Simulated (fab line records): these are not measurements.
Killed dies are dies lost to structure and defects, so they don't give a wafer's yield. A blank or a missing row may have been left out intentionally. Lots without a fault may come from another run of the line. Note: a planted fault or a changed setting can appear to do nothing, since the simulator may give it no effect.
Struck lot and sound lot, side by side -- flow nandHarc -- 14 steps out of a route of 1302
Sound: wafers L737.2, L737.3, L737.5. Struck: wafer L743.2. The cause is named last.
Order at every step that has rows: each side's tool, ch and its chambers, its first start. Under that, the readings that differ: sound wafers -- struck wafers -- difference of the means -- sigmas: that difference in standard deviations of wafers without a fault.
alike: readings with means less than 2 such deviations apart, plus words and numbers identical on both sides. not compared: withheld readings, readings lacking a value on some wafer, bounds such as >300 that could conceal the same value, and numbers that have no deviation in the record and whose values overlap.
Wherever a step has rows on one side only, a row that says differs or no value, or a row with sigmas, the two part there. When numbers do not overlap yet have no deviation, they are printed without sigmas and do not part them. A reading missing from all wafers of one side parts the sides only when that side holds two or more wafers.

first, 1 step without rows for these wafers: NHARC_A_ONON_D1_DEP_09 (target thk 1000 nm).
NHARC_A_ONON_D1_THK_MEAS_11: measures by ellipsometry.
  sound on filmMetro-01 at day 8 10:19; struck on filmMetro-01 at day 10 21:41
reading,sound,struck,difference,sigmas
thkNm (nm),1012 1012 1014,994,-19,-2
following that, 1 step holds no rows for these wafers, namely NHARC_A_ONON_D1_DEP_12 (target thickness 1000 nm).
NHARC_A_ONON_D1_THK_MEAS_14: measures by ellipsometry.
  sound on filmMetro-02 at day 8 10:53; struck on filmMetro-01 at day 10 22:16
reading,sound,struck,difference,sigmas
thkNm (nm),987 989 990,1009,+20,+2
then, 2 steps without rows for these wafers: NHARC_A_ONON_D1_ANNEAL_15 (time 3600 s); NHARC_A_ONON_D1_DEP_16 (target thk 1000 nm).
NHARC_A_ONON_D1_THK_MEAS_18: measures by ellipsometry.
  sound on filmMetro-01 at day 8 18:40; struck on filmMetro-01 at day 11 06:01
  alike: thkNm
following that, 1 step holds no rows for these wafers, namely NHARC_A_ONON_D1_DEP_19 (target thickness 1000 nm).
NHARC_A_ONON_D1_THK_MEAS_21: measures by ellipsometry.
  sound on filmMetro-02 at day 8 19:14; struck on filmMetro-02 at day 11 06:35
  alike: thkNm
following that, 1 step holds no rows for these wafers, namely NHARC_A_ONON_D1_DEP_22 (target thickness 1000 nm).
NHARC_A_ONON_D1_THK_MEAS_24: measures by ellipsometry.
  sound on filmMetro-01 at day 8 19:48; struck on filmMetro-02 at day 11 07:10
  alike: thkNm
NHARC_A_ONON_D1_DEP_25: target thk 1000 nm.
  sound on pecvdOnon-04 ch 0, day 8 19:55; struck on pecvdOnon-04 ch 0, day 11 07:16
NHARC_A_ONON_D1_THK_MEAS_27: measures by ellipsometry.
  sound on filmMetro-02 at day 8 20:22; struck on filmMetro-01 at day 11 07:44
reading,sound,struck,difference,sigmas
thkNm (nm),1000 1001 1002,922,-79,-9
following that, 1 step holds no rows for these wafers, namely NHARC_A_ONON_D1_DEP_28 (target thickness 1000 nm).

WHERE THEY PART
Last at NHARC_A_ONON_D1_THK_MEAS_27 as far as this record goes, first at NHARC_A_ONON_D1_THK_MEAS_11.

WHY: what the simulator had put in
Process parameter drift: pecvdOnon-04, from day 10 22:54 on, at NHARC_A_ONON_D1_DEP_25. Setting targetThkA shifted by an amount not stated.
